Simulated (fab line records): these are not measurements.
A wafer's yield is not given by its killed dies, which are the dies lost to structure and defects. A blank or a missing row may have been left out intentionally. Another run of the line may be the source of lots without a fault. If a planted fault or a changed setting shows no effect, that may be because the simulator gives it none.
Matching of chambers | flow n5_finfet | cmp-04 running N5_BEOL_M11_CMP_52: 4 sister chambers
The step polishes, stops on SiCOH lowk, t overpolish 7 s, target thk 140 nm. 16 wafers are shown with their chamber, then 8 later ones without.

## WAFERS WITH THEIR CHAMBER
wafer  | chamber | motor_current_A (A) | time_to_endpoint_s (s) | barrier_field_endpoint_s (s)
L080.1 | 3       | 5.8                 | 66.2                   | 28.7
L080.3 | 2       | 6.3                 | 68.8                   | 30.0
L080.6 | 2       | 6.3                 | 69.9                   | 29.7
L083.1 | 3       | 5.8                 | 61.8                   | 28.0
L083.5 | 1       | 5.9                 | 60.8                   | 27.9
L083.6 | 2       | 6.4                 | 66.1                   | 29.0
L084.1 | 2       | 5.9                 | 66.0                   | 28.6
L084.3 | 0       | 7.1                 | 59.9                   | 28.6
L084.6 | 3       | 5.9                 | 62.0                   | 28.8
L085.1 | 1       | 5.9                 | 62.6                   | 28.7
L085.2 | 2       | 6.3                 | 65.5                   | 29.2
L085.6 | 3       | 5.8                 | 67.5                   | 29.9
L090.2 | 1       | 5.7                 | 62.5                   | 27.7
L090.3 | 0       | 7.1                 | 62.9                   | 29.0
L090.4 | 3       | 6.0                 | 67.4                   | 29.1
L089.1 | 0       | 7.1                 | 66.0                   | 29.1

SIGNATURES (means of the wafers above)
reading                  | chamber 0 | chamber 1 | chamber 2 | chamber 3 | scatter within a chamber
motor_current_A          | 7.100     | 5.833     | 6.240     | 5.860     | 0.132
time_to_endpoint_s       | 62.933    | 61.967    | 67.260    | 64.980    | 2.39
barrier_field_endpoint_s | 28.900    | 28.100    | 29.300    | 28.900    | 0.566
Rule: distance of a wafer from a chamber = root of the sum over the readings of ((wafer's reading minus chamber's mean) / reading's scatter) squared. If the next closest chamber is less than 2 further off than the closest, the wafer can't be placed; otherwise it belongs to the closest. The scatter: take each reading less its chamber's mean, square it, sum over the shown wafers, divide by the number of wafers less the number of chambers, and take the root.

## WAFERS WITHOUT THEIR CHAMBER
wafer  | motor_current_A (A) | time_to_endpoint_s (s) | barrier_field_endpoint_s (s)
L089.3 | 5.9                 | 70.4                   | 30.2
L089.4 | 5.9                 | 71.2                   | 30.2
L095.2 | 6.6                 | 68.6                   | 28.8
L095.3 | 7.3                 | 64.1                   | 27.5
L095.5 | 7.3                 | 63.8                   | 28.5
L097.1 | 6.4                 | 68.0                   | 28.6
L097.2 | 5.9                 | 62.1                   | 28.3
L097.3 | 7.2                 | 64.5                   | 27.8

## THE CHAMBER EACH PASSED THROUGH
wafer  | from the rows above          | in truth
L089.3 | can't be placed: 3 or 2 or 1 | 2
L089.4 | can't be placed: 2 or 3 or 1 | 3
L095.2 | can't be placed: 2 or 0      | 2
L095.3 | 0                            | 0
L095.5 | 0                            | 0
L097.1 | 2                            | 2
L097.2 | can't be placed: 1 or 3      | 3
L097.3 | 0                            | 0
Correctly placed: 4 of 8. From these rows, 4 cannot be placed; in 4 the true chamber is one of the candidates. Placed wrongly: 0.
